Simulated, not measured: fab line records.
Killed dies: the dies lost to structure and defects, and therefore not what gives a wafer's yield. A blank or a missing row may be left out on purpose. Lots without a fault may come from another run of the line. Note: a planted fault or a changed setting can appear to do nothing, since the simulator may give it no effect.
Split-lot study :: flow n5_finfet :: route with 1938 steps; 7 lots, 21 wafers read

SPLIT DETAILS
At N5_BEOL_M11_ETCH_66 (etches SOC in N2/H2, target depth 120 nm, overetch 24 nm, time 180 s), the setting time_s was moved away from the recipe's 180 s on 8 of the 21 wafers read, by -20.3% to +12.3%. All remaining wafers had this setting at the recipe value.

The reading comes from the split's own step.

THE READING
SiARC_of_BEOL_M11_COAT_64.thk_nm (the simulator's own value, which no gauge read), in nm, at N5_BEOL_M11_ETCH_66 (etches SOC in N2/H2, target depth 120 nm, overetch 24 nm, time 180 s). The file gives no usual value for it. Across the 13 wafers here that went through the recipe, the average is 22.5 nm and the standard deviation 0.22 nm.

wafer: L081.2
tool, chamber at the split: rie_diel-01, 1
time_s as run, s: 180
against the recipe: recipe
SiARC_of_BEOL_M11_COAT_64.thk_nm, nm: 22.6
against lot-mates on the recipe: -

wafer: L081.4
tool, chamber at the split: rie_diel-01, 0
time_s as run, s: 180
against the recipe: recipe
SiARC_of_BEOL_M11_COAT_64.thk_nm, nm: 22.8
against lot-mates on the recipe: -

wafer: L081.5
tool, chamber at the split: rie_diel-01, 2
time_s as run, s: 192.5
against the recipe: +6.9%
SiARC_of_BEOL_M11_COAT_64.thk_nm, nm: 21.8
against lot-mates on the recipe: -0.9

wafer: L082.1
tool, chamber at the split: rie_diel-01, 0
time_s as run, s: 143.4
against the recipe: -20.3%
SiARC_of_BEOL_M11_COAT_64.thk_nm, nm: 24.2
against lot-mates on the recipe: +1.6

wafer: L082.4
tool, chamber at the split: rie_diel-01, 2
time_s as run, s: 180
against the recipe: recipe
SiARC_of_BEOL_M11_COAT_64.thk_nm, nm: 22.6
against lot-mates on the recipe: -

wafer: L082.5
tool, chamber at the split: rie_diel-01, 3
time_s as run, s: 143.4
against the recipe: -20.3%
SiARC_of_BEOL_M11_COAT_64.thk_nm, nm: 24
against lot-mates on the recipe: +1.4

wafer: L084.3
tool, chamber at the split: rie_diel-04, 0
time_s as run, s: 159.8
against the recipe: -11.2%
SiARC_of_BEOL_M11_COAT_64.thk_nm, nm: 23
against lot-mates on the recipe: +0.4

wafer: L084.5
tool, chamber at the split: rie_diel-04, 3,2
time_s as run, s: 180
against the recipe: recipe
SiARC_of_BEOL_M11_COAT_64.thk_nm, nm: 22.6
against lot-mates on the recipe: -

wafer: L084.6
tool, chamber at the split: rie_diel-04, 3,2
time_s as run, s: 180
against the recipe: recipe
SiARC_of_BEOL_M11_COAT_64.thk_nm, nm: 22.6
against lot-mates on the recipe: -

wafer: L088.1
tool, chamber at the split: rie_diel-04, 2
time_s as run, s: 202.2
against the recipe: +12.3%
SiARC_of_BEOL_M11_COAT_64.thk_nm, nm: 21.8
against lot-mates on the recipe: -0.4

wafer: L088.5
tool, chamber at the split: rie_diel-04, 2
time_s as run, s: 202.2
against the recipe: +12.3%
SiARC_of_BEOL_M11_COAT_64.thk_nm, nm: 21.8
against lot-mates on the recipe: -0.4

wafer: L088.2
tool, chamber at the split: rie_diel-04, 0
time_s as run, s: 180
against the recipe: recipe
SiARC_of_BEOL_M11_COAT_64.thk_nm, nm: 22.2
against lot-mates on the recipe: -

wafer: L090.1
tool, chamber at the split: rie_diel-01, 1
time_s as run, s: 180
against the recipe: recipe
SiARC_of_BEOL_M11_COAT_64.thk_nm, nm: 22.6
against lot-mates on the recipe: -

wafer: L090.2
tool, chamber at the split: rie_diel-01, 3
time_s as run, s: 151
against the recipe: -16.1%
SiARC_of_BEOL_M11_COAT_64.thk_nm, nm: 23.8
against lot-mates on the recipe: +1.1

wafer: L090.6
tool, chamber at the split: rie_diel-01, 1
time_s as run, s: 180
against the recipe: recipe
SiARC_of_BEOL_M11_COAT_64.thk_nm, nm: 22.8
against lot-mates on the recipe: -

wafer: L096.1
tool, chamber at the split: rie_diel-03, 1
time_s as run, s: 160.8
against the recipe: -10.7%
SiARC_of_BEOL_M11_COAT_64.thk_nm, nm: 23
against lot-mates on the recipe: +0.7

wafer: L096.2
tool, chamber at the split: rie_diel-03, 0
time_s as run, s: 180
against the recipe: recipe
SiARC_of_BEOL_M11_COAT_64.thk_nm, nm: 22.4
against lot-mates on the recipe: -

wafer: L096.5
tool, chamber at the split: rie_diel-03, 2
time_s as run, s: 180
against the recipe: recipe
SiARC_of_BEOL_M11_COAT_64.thk_nm, nm: 22.2
against lot-mates on the recipe: -

wafer: L097.3
tool, chamber at the split: rie_diel-03, 2,0
time_s as run, s: 180
against the recipe: recipe
SiARC_of_BEOL_M11_COAT_64.thk_nm, nm: 22.2
against lot-mates on the recipe: -

wafer: L097.4
tool, chamber at the split: rie_diel-03, 2,0
time_s as run, s: 180
against the recipe: recipe
SiARC_of_BEOL_M11_COAT_64.thk_nm, nm: 22.2
against lot-mates on the recipe: -

wafer: L097.6
tool, chamber at the split: rie_diel-03, 0
time_s as run, s: 180
against the recipe: recipe
SiARC_of_BEOL_M11_COAT_64.thk_nm, nm: 22.4
against lot-mates on the recipe: -
Where a row lists several chambers, the file gives one row for several wafers and doesn't say which wafer went through which chamber.

THE FIT
A straight line over all 21 wafers: SiARC_of_BEOL_M11_COAT_64.thk_nm changes by -0.0713 nm for each +1% of time_s; r = -0.94; the points scatter about the line by 0.22 nm.
The same after taking each lot's own level away (the mean of its wafers on the recipe; 21 wafers): -0.0629 nm for each +1%; r = -0.94; scatter 0.2 nm.
According to that fit, moving time_s by its largest amount changes the reading by 1.3 nm.
From 22.20 to 22.70 nm: that is the span of the lots' own levels, equal to 2.3 times the standard deviation above.
Hence the slope depends on the lot-to-lot level, as the two fits are not the same.
Check: with one of the wafers moved furthest among these (-20.3%) left out of the fit, the line predicts +1.2 nm for it against its lot-mates. It came out at +1.6 nm against them.

ADDITIONAL SPLITS CARRIED BY THESE WAFERS
These wafers also went through other splits before the reading. Each is held against what the fit with the lots' levels taken away leaves over:
other split on the same wafers: N5_BEOL_M10_COAT_63 spin_rpm
wafers away from the commonest value: 5
r with SiARC_of_BEOL_M11_COAT_64.thk_nm (lot level and that fit taken away): -0.15

THE FILE'S OWN FIT
SiARC_of_BEOL_M11_COAT_64.thk_nm changes by -0.0641 nm for each +1% of time_s, r = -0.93.
